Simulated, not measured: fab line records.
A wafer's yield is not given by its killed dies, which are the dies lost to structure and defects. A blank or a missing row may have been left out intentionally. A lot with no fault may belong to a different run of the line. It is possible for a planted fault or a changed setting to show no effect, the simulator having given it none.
A lot that was struck, set against a sound lot :: flow n5Finfet :: 15 out of 1938 route steps
Sound: wafers L912.1, L912.4, L912.6. Struck: wafer L922.4. (L922.1, L922.5 of the same lot were not struck and are left out.) The cause comes at the end.
For every step that has rows: the tool of each side, followed by ch and its chambers, followed by its first start. Under that, the readings that differ: sound wafers :: struck wafers :: difference of the means :: sigmas: that difference in standard deviations of wafers without a fault.
alike: readings with means less than 2 such deviations apart, plus words and numbers identical on both sides. not compared: withheld readings, readings lacking a value on some wafer, bounds such as >300 that could conceal the same value, and numbers that have no deviation in the record and whose values overlap.
The two part at a step that has a row with sigmas, a row that says differs or no value, or rows on one side only. Non-overlapping numbers with no deviation appear without sigmas and do not part them. Lack of a reading on every wafer of one side parts them only where that side has two or more wafers.

first, 4 steps without rows for these wafers: N5_SD_EPI_N_SOFTBAKE_04 (time 60 s); N5_SD_EPI_N_EXPOSE_06 (exposes mask SD N BLK, target cd 120 nm); N5_SD_EPI_N_PEB_07 (peb time 60 s); N5_SD_EPI_N_DEVELOP_08 (develop time 30 s).
N5_SD_EPI_N_CD_MEAS_09: the cd target is 120 nm.
  sound on cdSem-01 ch 0, day 3 07:17; struck on cdSem-03 ch 0, day 5 20:45
reading: cdNm (nm)
sound: 121.8 122.6 121.4
struck: 119.9
difference: -2.0
sigmas: -3
N5_SD_EPI_N_OVL_MEAS_10:
  sound on overlay-01 ch 0, day 3 07:19; struck on overlay-02 ch 0, day 5 20:47
  alike: SD_N_BLK_OVL
N5_SD_EPI_N_INSPECT_11: inspects for defects (macro).
  sound on defectInspect-02 at day 3 07:20; struck on defectInspect-01 at day 5 20:49
reading: rawDefectCount
sound: 1 0 1
struck: 4
difference: +3
sigmas: +2
N5_SD_EPI_N_DESCUM_14: chemistry O2, time 7.9 s.
  sound on rieDiel-05 ch 0,2,3, day 3 07:22; struck on rieDiel-05 ch 0, day 5 21:01
  alike: drypumpMotorCurrentA, oesProductAu, rfVppV, showerheadPlenumPTorr, throttleValvePct
  not compared: rfHoursCounterH
N5_SD_EPI_N_ETCH_34: etches SiARC in CF4, target depth 45.5 nm, time 75.8 s.
  sound on rieDiel-05 ch 0,2,3, day 3 07:25; struck on rieDiel-05 ch 0, day 5 21:03
  alike: drypumpMotorCurrentA, etchRfOnTimeS, mfcArSccm, oesProductAu, rfVppV, showerheadPlenumPTorr, throttleValvePct
  not compared: rfHoursCounterH
N5_SD_EPI_N_ETCH_35: etches SOC in N2/H2, overetch 108 nm, time 486 s.
  sound on rieDiel-05 ch 0,2,3, day 3 07:28; struck on rieDiel-05 ch 0, day 5 21:07
  alike: drypumpMotorCurrentA, oesProductAu, rfVppV, showerheadPlenumPTorr, throttleValvePct
  not compared: rfHoursCounterH
then, 1 step without rows for these wafers: N5_SD_EPI_N_STRIP_36 (strips in N2/H2).
N5_SD_EPI_N_ETCHBACK_44: etches SiNx in CH3F/O2, stops on SiO2, target depth 14.5 nm.
  sound on rieDiel-05 ch 0,2,3, day 3 07:47; struck on rieDiel-05 ch 0, day 5 21:26
  alike: CH3F_flow_sccm, O2_flow_sccm, drypumpMotorCurrentA, mfcArSccm, oes_f_703_au, oesProductAu, rfVppV, showerheadPlenumPTorr, throttleValvePct
  not compared: rfHoursCounterH
N5_SD_EPI_N_ETCH_45: etches SiOCN in CH3F/O2, target depth 6 nm.
  sound on rieDiel-05 ch 0,2,3, day 3 07:53; struck on rieDiel-05 ch 0, day 5 21:32
reading: model.etch.depthNm (nm)
sound: 5.986 5.93 6.059
struck: 2.325
difference: -3.667
sigmas: 
  alike: CH3F_flow_sccm, O2_flow_sccm, drypumpMotorCurrentA, mfcArSccm, oesProductAu, rfVppV, showerheadPlenumPTorr, throttleValvePct
  not compared: rfHoursCounterH
N5_SD_EPI_N_ETCH_16: etches SiO2 in CHF3/O2, target depth 5 nm.
  sound on rieDiel-05 ch 0,2,3, day 3 07:59; struck on rieDiel-05 ch 0, day 5 21:38
  alike: CHF3_flow_sccm, O2_flow_sccm, drypumpMotorCurrentA, mfcArSccm, oes_f_703_au, oesProductAu, rfVppV, showerheadPlenumPTorr, throttleValvePct
  not compared: rfHoursCounterH
then, 1 step without rows for these wafers: N5_PASSIVATION_PROBE_49.

WHERE THEY PART
Earliest at N5_SD_EPI_N_CD_MEAS_09; latest, in this record, at N5_SD_EPI_N_INSPECT_11. Later steps at which nothing parts them and some readings are alike: N5_SD_EPI_N_DESCUM_14, N5_SD_EPI_N_ETCH_34, N5_SD_EPI_N_ETCH_35, N5_SD_EPI_N_ETCHBACK_44, N5_SD_EPI_N_ETCH_45, N5_SD_EPI_N_ETCH_16.

WHY: what had been put in by the simulator
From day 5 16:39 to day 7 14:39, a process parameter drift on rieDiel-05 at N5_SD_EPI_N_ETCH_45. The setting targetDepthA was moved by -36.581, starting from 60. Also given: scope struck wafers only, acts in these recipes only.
